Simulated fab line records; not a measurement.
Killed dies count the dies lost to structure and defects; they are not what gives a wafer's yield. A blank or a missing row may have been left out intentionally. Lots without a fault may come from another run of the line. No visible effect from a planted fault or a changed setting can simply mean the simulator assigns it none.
Matching of chambers / flow n5_finfet / 4 sister chambers for N5_BEOL_M12_ETCH_38 on rie_diel-01
The step etches SiCN in CF4/N2, target depth 68.7 nm, time 73.4 s. 8 wafers are shown with their chamber, then 9 later ones without.

WAFERS WITH THEIR CHAMBER
wafer=L075.3; chamber=2; showerhead_plenum_p_Torr (Torr)=2.35; drypump_motor_current_A (A)=5.0
wafer=L077.1; chamber=3; showerhead_plenum_p_Torr (Torr)=2.28; drypump_motor_current_A (A)=5.7
wafer=L078.2; chamber=2; showerhead_plenum_p_Torr (Torr)=2.35; drypump_motor_current_A (A)=5.1
wafer=L078.3; chamber=1; showerhead_plenum_p_Torr (Torr)=2.09; drypump_motor_current_A (A)=5.7
wafer=L081.2; chamber=1; showerhead_plenum_p_Torr (Torr)=2.09; drypump_motor_current_A (A)=5.8
wafer=L087.1; chamber=0; showerhead_plenum_p_Torr (Torr)=2.23; drypump_motor_current_A (A)=6.5
wafer=L087.4; chamber=3; showerhead_plenum_p_Torr (Torr)=2.27; drypump_motor_current_A (A)=5.7
wafer=L087.5; chamber=0; showerhead_plenum_p_Torr (Torr)=2.23; drypump_motor_current_A (A)=6.5

WAFERS WITH NO CHAMBER GIVEN
wafer=L089.3; showerhead_plenum_p_Torr (Torr)=2.27; drypump_motor_current_A (A)=5.7
wafer=L089.4; showerhead_plenum_p_Torr (Torr)=2.23; drypump_motor_current_A (A)=6.5
wafer=L089.6; showerhead_plenum_p_Torr (Torr)=2.34; drypump_motor_current_A (A)=5.0
wafer=L091.2; showerhead_plenum_p_Torr (Torr)=2.23; drypump_motor_current_A (A)=6.5
wafer=L091.3; showerhead_plenum_p_Torr (Torr)=2.34; drypump_motor_current_A (A)=5.0
wafer=L091.5; showerhead_plenum_p_Torr (Torr)=2.23; drypump_motor_current_A (A)=6.5
wafer=L097.2; showerhead_plenum_p_Torr (Torr)=2.33; drypump_motor_current_A (A)=5.1
wafer=L097.3; showerhead_plenum_p_Torr (Torr)=2.27; drypump_motor_current_A (A)=5.7
wafer=L097.4; showerhead_plenum_p_Torr (Torr)=2.35; drypump_motor_current_A (A)=5.8

CHAMBER TAKEN BY EACH
wafer=L089.3; from the rows above=3; in truth=3
wafer=L089.4; from the rows above=0; in truth=0
wafer=L089.6; from the rows above=2; in truth=2
wafer=L091.2; from the rows above=0; in truth=0
wafer=L091.3; from the rows above=2; in truth=2
wafer=L091.5; from the rows above=0; in truth=0
wafer=L097.2; from the rows above=2; in truth=2
wafer=L097.3; from the rows above=3; in truth=3
wafer=L097.4; from the rows above=2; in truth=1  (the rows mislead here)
Correct placement for 8 of the 9. Not placeable from these rows: 0. 1 placed wrongly.
How it was worked out, from the rows above alone: a wafer's distance from a chamber is the root of the sum, over the readings, of the square of ((its reading less the chamber's mean) divided by the reading's scatter). The wafer belongs to the nearest chamber; if the next one is less than 2 further off, it can't be placed. A chamber's mean is the mean of its shown wafers. How the scatter is found: for the shown wafers, subtract from each reading the mean of its chamber, square and add these, divide the total by (wafers less chambers), then take the root.
